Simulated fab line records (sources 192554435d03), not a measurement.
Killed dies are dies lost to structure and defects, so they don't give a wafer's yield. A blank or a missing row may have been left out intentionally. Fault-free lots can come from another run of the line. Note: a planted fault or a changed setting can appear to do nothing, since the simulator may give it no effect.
Which tool is to blame?	flow n5 finfet	24 lots, 72 wafers sampled, at 6 steps of a route of 1938

WHAT THE GAUGES READ, wafer by wafer
N5_GATE_CUT_INSPECT_26: inspects for defects (darkfield). Usual: raw defect count at 38, with a standard deviation of 19.
lot	measured	on	raw defect count	flag
L074	day 4 14:49	defect inspect-01	38 38 35	
L075	day 4 19:03	defect inspect-01	26 38 34	
L076	day 5 02:26	defect inspect-01	20 14 20	
L077	day 5 10:47	defect inspect-01	22 29 37	
L078	day 5 17:46	defect inspect-02	16 18 22	
L079	day 5 20:05	defect inspect-02	21 37 13	
L080	day 6 03:40	defect inspect-01	41 51 40	
L081	day 6 07:05	defect inspect-01	34 61 34	
L082	day 6 13:54	defect inspect-01	42 48 65	
L083	day 6 19:32	defect inspect-02	42 25 30	
L084	day 7 06:53	defect inspect-02	93 44 61	
L085	day 7 14:42	defect inspect-01	36 53 15	
L086	day 8 00:29	defect inspect-01	8 16 18	
L087	day 8 18:15	defect inspect-01	30 36 61	
L088	day 8 20:29	defect inspect-01	35 52 38	
L089	day 8 21:57	defect inspect-02	24 36 28	
L090	day 9 01:40	defect inspect-02	43 47 35	
L091	day 9 03:25	defect inspect-01	33 22 74	
L092	day 9 04:17	defect inspect-01	22 13 17	
L093	day 9 12:10	defect inspect-01	50 42 35	
L094	day 9 15:09	defect inspect-01	11 22 25	
L095	day 9 23:41	defect inspect-01	37 49 55	
L096	day 10 08:07	defect inspect-01	34 24 42	
L097	day 10 17:33	defect inspect-01	35 115 30	

TOOL THAT RAN EACH LOT (tool first, then ch and the chambers of the sampled wafers, then the start)
lot	N5_GATE_CUT_STRIP_59	N5_GATE_CUT_CMP_02	N5_GATE_CUT_ETCH_36	N5_GATE_CUT_VAPOR_ETCH_51	N5_GATE_CUT_CMP_43
L074	rie diel-01 ch 0,3, day 4 07:50	cmp-01 ch 2,3, day 4 10:19	rie diel-03 ch 1,2,3, day 4 11:31	rie metal-02 ch 0,1, day 4 12:05	cmp-01 ch 0,1, day 4 14:11
L075	rie diel-04 ch 0,1, day 4 12:24	cmp-03 ch 0,1,2, day 4 14:53	rie diel-01 ch 0,2,3, day 4 15:44	rie metal-01 ch 0,1, day 4 16:20	cmp-01 ch 1,3, day 4 18:25
L076	rie diel-03 ch 0,1,3, day 4 18:52	cmp-01 ch 0,1,3, day 4 21:24	rie diel-01 ch 0,2,3, day 4 22:28	rie metal-03 ch 0,1, day 4 23:02	cmp-02 ch 1,2, day 5 01:48
L077	rie diel-04 ch 1,2,3, day 5 01:52	cmp-02 ch 0,1,2, day 5 05:44	rie diel-01 ch 1,2,3, day 5 06:43	rie metal-03 ch 0,1, day 5 07:17	cmp-02 ch 1,2,3, day 5 10:10
L078	rie diel-01 ch 0,2,3, day 5 10:55	cmp-03 ch 1,2,3, day 5 13:31	rie diel-01 ch 2,3, day 5 14:24	rie metal-01 ch 0,1, day 5 15:02	cmp-02 ch 0,2,3, day 5 17:18
L079	rie diel-04 ch 1,2, day 5 13:19	cmp-02 ch 0,1,2, day 5 15:52	rie diel-01 ch 0,1, day 5 16:46	rie metal-03 ch 0,1, day 5 17:21	cmp-02 ch 1,2, day 5 19:22
L080	rie diel-03 ch 1,2,3, day 5 20:41	cmp-03 ch 0,1, day 5 23:10	rie diel-04 ch 1,2,3, day 6 00:21	rie metal-01 ch 0,1, day 6 00:56	cmp-03 ch 2,3, day 6 02:56
L081	rie diel-01 ch 0,1,3, day 6 00:17	cmp-02 ch 0,3, day 6 02:46	rie diel-03 ch 1,3, day 6 03:43	rie metal-01 ch 0,1, day 6 04:18	cmp-03 ch 0,1,2, day 6 06:22
L082	rie diel-03 ch 0,3, day 6 07:12	cmp-03 ch 0,1, day 6 09:41	rie diel-04 ch 0,2, day 6 10:32	rie metal-01 ch 0,1, day 6 11:07	cmp-03 ch 0,1,3, day 6 13:16
L083	rie diel-04 ch 1,2, day 6 12:54	cmp-01 ch 0,1,3, day 6 15:27	rie diel-03 ch 2,3, day 6 16:13	rie metal-03 ch 0,1, day 6 16:48	cmp-02 ch 0,2,3, day 6 19:04
L084	rie diel-04 ch 0,2, day 6 23:55	cmp-01 ch 0,1,3, day 7 02:27	rie diel-04 ch 0,2, day 7 03:35	rie metal-03 ch 0,1, day 7 04:10	cmp-03 ch 1,2, day 7 06:11
L085	rie diel-01 ch 1,2, day 7 07:52	cmp-03 ch 0,1,3, day 7 10:21	rie diel-04 ch 0,1,3, day 7 11:23	rie metal-03 ch 0,1, day 7 11:58	cmp-01 ch 0,1,3, day 7 13:59
L086	rie diel-01 ch 0,3, day 7 17:40	cmp-02 ch 0,3, day 7 20:08	rie diel-03 ch 0,1, day 7 21:07	rie metal-01 ch 0,1, day 7 21:41	cmp-03 ch 0,2,3, day 7 23:46
L087	rie diel-01 ch 0,1,2, day 8 10:58	cmp-02 ch 0,1,2, day 8 14:01	rie diel-01 ch 0,1, day 8 14:49	rie metal-02 ch 0,1, day 8 15:23	cmp-03 ch 0,3, day 8 17:32
L088	rie diel-01 ch 2,3, day 8 11:49	cmp-03 ch 0,2,3, day 8 15:22	rie diel-03 ch 1,2, day 8 16:18	rie metal-03 ch 0,1, day 8 16:53	cmp-01 ch 0,3, day 8 19:47
L089	rie diel-01 ch 0,2,3, day 8 12:56	cmp-02 ch 0,1,2, day 8 16:11	rie diel-03 ch 1,3, day 8 17:00	rie metal-03 ch 0,1, day 8 17:35	cmp-01 ch 0,2,3, day 8 21:14
L090	rie diel-01 ch 1,2, day 8 17:35	cmp-03 ch 1,2, day 8 21:09	rie diel-03 ch 0,1,3, day 8 22:21	rie metal-03 ch 0,1, day 8 22:56	cmp-02 ch 1,3, day 9 00:57
L091	rie diel-04 ch 0,1, day 8 18:05	cmp-03 ch 0,2,3, day 8 23:16	rie diel-03 ch 1,2,3, day 9 00:07	rie metal-01 ch 0,1, day 9 00:41	cmp-01 ch 0,3, day 9 02:42
L092	rie diel-04 ch 0,1,2, day 8 21:26	cmp-01 ch 0,2,3, day 9 00:05	rie diel-01 ch 0,2,3, day 9 00:59	rie metal-01 ch 0,1, day 9 01:34	cmp-02 ch 0,1,2, day 9 03:49
L093	rie diel-04 ch 0,1, day 9 05:01	cmp-03 ch 0,1,2, day 9 07:59	rie diel-03 ch 0,3, day 9 08:48	rie metal-01 ch 0,1, day 9 09:23	cmp-02 ch 0,1,2, day 9 11:31
L094	rie diel-01 ch 1,2,3, day 9 08:20	cmp-02 ch 2,3, day 9 10:50	rie diel-01 ch 0,1,2, day 9 11:49	rie metal-02 ch 0,1, day 9 12:24	cmp-02 ch 0,3, day 9 14:26
L095	rie diel-01 ch 0,2,3, day 9 17:03	cmp-02 ch 0,2,3, day 9 19:35	rie diel-04 ch 0,2,3, day 9 20:23	rie metal-03 ch 0,1, day 9 20:58	cmp-02 ch 1,2,3, day 9 22:59
L096	rie diel-04 ch 0,3, day 10 00:37	cmp-02 ch 0,2,3, day 10 03:11	rie diel-01 ch 0,1,2, day 10 04:48	rie metal-01 ch 0,1, day 10 05:23	cmp-02 ch 0,1,3, day 10 07:34
L097	rie diel-04 ch 0,2, day 10 10:20	cmp-03 ch 1,2,3, day 10 12:54	rie diel-03 ch 0,2,3, day 10 14:04	rie metal-01 ch 0,1, day 10 14:38	cmp-03 ch 1,2,3, day 10 16:50
- N5_GATE_CUT_STRIP_59: strips in N2/H2, time 20 s.
- N5_GATE_CUT_CMP_02: polishes, stops on SiO2, t overpolish 12.7 s, target thk 0 nm.
- N5_GATE_CUT_ETCH_36: etches SiARC in CF4, target depth 13 nm, time 21.7 s.
- N5_GATE_CUT_VAPOR_ETCH_51: etches HfO2 in BCl3/Cl2.
- N5_GATE_CUT_CMP_43: polishes SiO2.

WHAT THE TOOLS THEMSELVES READ (means of the sampled wafers that have a number; where no wafer has one, the mark that the record gives instead)
N5_GATE_CUT_STRIP_59. Usual: drypump motor current A 5.6 A, standard deviation 0.41; oes product au 0.78 a.u., standard deviation 0.083; rf vpp V 45.2 V, standard deviation 0.9; showerhead plenum p Torr 3.33 Torr, standard deviation 0.12; throttle valve pct 12.12 %, standard deviation 0.28.
lot	tool	drypump motor current A (A)	oes product au (a.u.)	rf vpp V (V)	showerhead plenum p Torr (Torr)	throttle valve pct (%)	flag
L074	rie diel-01	5.2	0.72	45.7	3.41	12.30	
L075	rie diel-04	5.8	0.73	45.2	3.27	12.37	
L076	rie diel-03	6.0	0.70	46.3	3.39	12.39	
L077	rie diel-04	5.7	0.82	45.5	3.26	11.90	
L078	rie diel-01	5.2	0.76	45.1	3.38	12.20	
L079	rie diel-04	6.0	0.87	44.7	3.33	11.75	
L080	rie diel-03	5.7	0.69	45.4	3.43	12.50	
L081	rie diel-01	5.5	0.78	45.3	3.39	12.15	
L082	rie diel-03	5.9	0.70	44.9	3.34	12.22	
L083	rie diel-04	6.0	0.86	44.9	3.33	11.76	
L084	rie diel-04	5.9	0.76	45.4	3.36	12.32	
L085	rie diel-01	5.6	0.84	45.4	3.28	12.00	
L086	rie diel-01	5.2	0.90	45.5	3.40	11.94	
L087	rie diel-01	5.3	0.86	45.1	3.30	11.98	
L088	rie diel-01	5.3	0.77	46.2	3.34	12.16	
L089	rie diel-01	5.3	0.82	44.3	3.37	12.04	
L090	rie diel-01	5.6	0.82	45.0	3.28	12.02	
L091	rie diel-04	5.8	0.71	45.0	3.26	12.44	
L092	rie diel-04	5.9	0.77	45.4	3.29	12.13	
L093	rie diel-04	5.7	0.74	44.5	3.18	12.21	
L094	rie diel-01	5.5	0.79	44.5	3.35	12.09	
L095	rie diel-01	5.3	0.81	45.3	3.36	12.06	
L096	rie diel-04	5.4	0.69	45.5	3.25	12.35	
L097	rie diel-04	5.9	0.74	45.5	3.35	12.37	

N5_GATE_CUT_CMP_02. Usual: motor current A 9.2 A, standard deviation 0.74; overpolish run s 12.700 s, standard deviation 0.0083; slurry filter dp kPa 13.48 kPa, standard deviation 0.13; time to endpoint s 23.9 s, standard deviation 2.8.
lot	tool	motor current A (A)	overpolish run s (s)	slurry filter dp kPa (kPa)	time to endpoint s (s)	flag
L074	cmp-01	9.1	12.704	13.52	25.7	
L075	cmp-03	9.2	12.702	13.53	21.5	
L076	cmp-01	8.9	12.705	13.44	26.4	
L077	cmp-02	9.0	12.696	13.50	22.5	
L078	cmp-03	9.2	12.704	13.56	24.1	
L079	cmp-02	8.8	12.705	13.46	23.7	
L080	cmp-03	9.4	12.699	13.51	22.2	
L081	cmp-02	8.9	12.694	13.50	22.4	
L082	cmp-03	9.5	12.703	13.39	23.2	
L083	cmp-01	9.0	12.696	13.25	28.7	
L084	cmp-01	8.8	12.708	13.53	27.7	
L085	cmp-03	9.3	12.705	13.40	23.2	
L086	cmp-02	9.0	12.700	13.52	20.2	
L087	cmp-02	8.9	12.702	13.56	23.3	
L088	cmp-03	9.1	12.698	13.52	21.6	
L089	cmp-02	8.9	12.704	13.64	23.8	
L090	cmp-03	9.3	12.704	13.48	23.2	
L091	cmp-03	9.3	12.689	13.39	23.2	
L092	cmp-01	9.1	12.703	13.51	27.4	
L093	cmp-03	9.3	12.699	13.48	22.2	
L094	cmp-02	8.8	12.706	13.64	23.4	
L095	cmp-02	9.0	12.699	13.50	21.0	
L096	cmp-02	8.9	12.705	13.52	22.9	
L097	cmp-03	9.3	12.695	13.51	22.0	

N5_GATE_CUT_ETCH_36. Usual: bias w 36.00 W (standard deviation 0.099); drypump motor current A 5.6 A (standard deviation 0.44); etch rf on time s 21.6 s (standard deviation 0.33); oes product au 0.65 a.u. (standard deviation 0.078); rf vpp V 183.9 V (standard deviation 1.2); showerhead plenum p Torr 2.13 Torr (standard deviation 0.066); throttle valve pct 15.56 % (standard deviation 0.26).
lot	tool	bias w (W)	drypump motor current A (A)	etch rf on time s (s)	oes product au (a.u.)	rf vpp V (V)	showerhead plenum p Torr (Torr)	throttle valve pct (%)	flag
L074	rie diel-03	35.86	5.7	21.5	0.60	184.7	2.18	15.81	
L075	rie diel-01	36.08	5.2	21.9	0.64	183.4	2.15	15.54	
L076	rie diel-01	36.00	5.3	21.8	0.65	183.7	2.15	15.54	
L077	rie diel-01	36.01	5.5	21.8	0.71	184.1	2.14	15.41	
L078	rie diel-01	35.99	5.5	22.1	0.68	185.2	2.19	15.47	
L079	rie diel-01	35.93	5.2	21.3	0.65	183.5	2.11	15.57	
L080	rie diel-04	36.00	5.7	21.3	0.69	183.8	2.07	15.32	
L081	rie diel-03	36.01	6.1	21.8	0.59	184.7	2.18	15.92	
L082	rie diel-04	36.01	6.1	21.8	0.71	184.4	2.16	15.36	
L083	rie diel-03	36.03	5.2	21.7	0.59	183.9	2.17	15.75	
L084	rie diel-04	36.04	5.9	21.7	0.65	183.7	2.13	15.62	
L085	rie diel-04	35.90	5.6	21.1	0.63	182.5	2.04	15.59	
L086	rie diel-03	36.06	6.2	21.8	0.59	184.6	2.17	15.83	
L087	rie diel-01	35.98	5.2	21.8	0.78	183.8	2.10	15.24	
L088	rie diel-03	35.95	5.8	21.8	0.66	185.1	2.19	15.76	
L089	rie diel-03	36.06	6.1	21.9	0.58	184.0	2.17	15.97	
L090	rie diel-03	36.03	6.0	21.8	0.58	183.3	2.14	15.78	
L091	rie diel-03	35.96	5.7	21.7	0.66	185.4	2.17	15.70	
L092	rie diel-01	36.05	5.2	22.1	0.70	183.3	2.14	15.42	
L093	rie diel-03	35.95	5.9	21.7	0.58	183.7	2.11	15.60	
L094	rie diel-01	36.07	5.3	21.9	0.73	183.4	2.09	15.37	
L095	rie diel-04	36.00	5.7	21.4	0.65	184.2	2.11	15.54	
L096	rie diel-01	35.93	5.3	21.7	0.72	182.9	2.09	15.39	
L097	rie diel-03	36.04	5.6	21.4	0.64	184.5	2.13	15.55	

N5_GATE_CUT_VAPOR_ETCH_51. Usual: drypump motor current A 5.8 A, standard deviation 0.77; oes product au 0.71 a.u., standard deviation 0.091.
lot	tool	drypump motor current A (A)	oes product au (a.u.)	flag
L074	rie metal-02	5.4	0.60	
L075	rie metal-01	6.1	0.75	
L076	rie metal-03	6.2	0.76	
L077	rie metal-03	6.2	0.76	
L078	rie metal-01	6.1	0.75	
L079	rie metal-03	5.6	0.71	
L080	rie metal-01	6.1	0.74	
L081	rie metal-01	6.1	0.74	
L082	rie metal-01	5.5	0.69	
L083	rie metal-03	5.6	0.69	
L084	rie metal-03	6.2	0.75	
L085	rie metal-03	6.2	0.75	
L086	rie metal-01	6.0	0.73	
L087	rie metal-02	5.4	0.71	
L088	rie metal-03	6.2	0.74	
L089	rie metal-03	6.2	0.74	
L090	rie metal-03	6.2	0.74	
L091	rie metal-01	5.5	0.67	
L092	rie metal-01	6.0	0.72	
L093	rie metal-01	5.6	0.68	
L094	rie metal-02	5.4	0.70	
L095	rie metal-03	6.2	0.73	
L096	rie metal-01	5.6	0.67	
L097	rie metal-01	5.6	0.66	

N5_GATE_CUT_CMP_43. Usual: motor current A 12.1 A, standard deviation 1; slurry filter dp kPa 13.50 kPa, standard deviation 0.14.
lot	tool	motor current A (A)	slurry filter dp kPa (kPa)	flag
L074	cmp-01	10.6	13.46	
L075	cmp-01	12.6	13.53	
L076	cmp-02	12.8	13.57	
L077	cmp-02	12.7	13.51	
L078	cmp-02	12.3	13.51	
L079	cmp-02	12.4	13.40	
L080	cmp-03	12.3	13.62	
L081	cmp-03	12.2	13.54	
L082	cmp-03	12.4	13.41	
L083	cmp-02	11.7	13.62	
L084	cmp-03	12.0	13.44	
L085	cmp-01	11.8	13.53	
L086	cmp-03	12.2	13.47	
L087	cmp-03	12.5	13.45	
L088	cmp-01	13.2	13.50	
L089	cmp-01	12.6	13.47	
L090	cmp-02	12.8	13.63	
L091	cmp-01	13.1	13.42	
L092	cmp-02	11.8	13.47	
L093	cmp-02	12.1	13.54	
L094	cmp-02	12.2	13.45	
L095	cmp-02	12.6	13.35	
L096	cmp-02	12.5	13.51	
L097	cmp-03	12.5	13.49	

THE ANSWER, worked out from the rows above alone
Rule: take the mean of a lot's wafers that have a number; if it is more than 3 standard deviations from the usual mean, the lot is off. A lot without any number at a reading at which 4 lots or more have one is off too. All remaining lots with rows at the step are treated as sound. After the gauges, taken in route order, come the tools' own readings; for these a lot's mean is taken, as printed above. At the first step where some lot is off, the reading lying furthest off is the one used; lots without a number count as furthest.
No lot is off at any reading shown: from this, nothing can be told.

WHAT THE SIMULATOR HAD PUT IN
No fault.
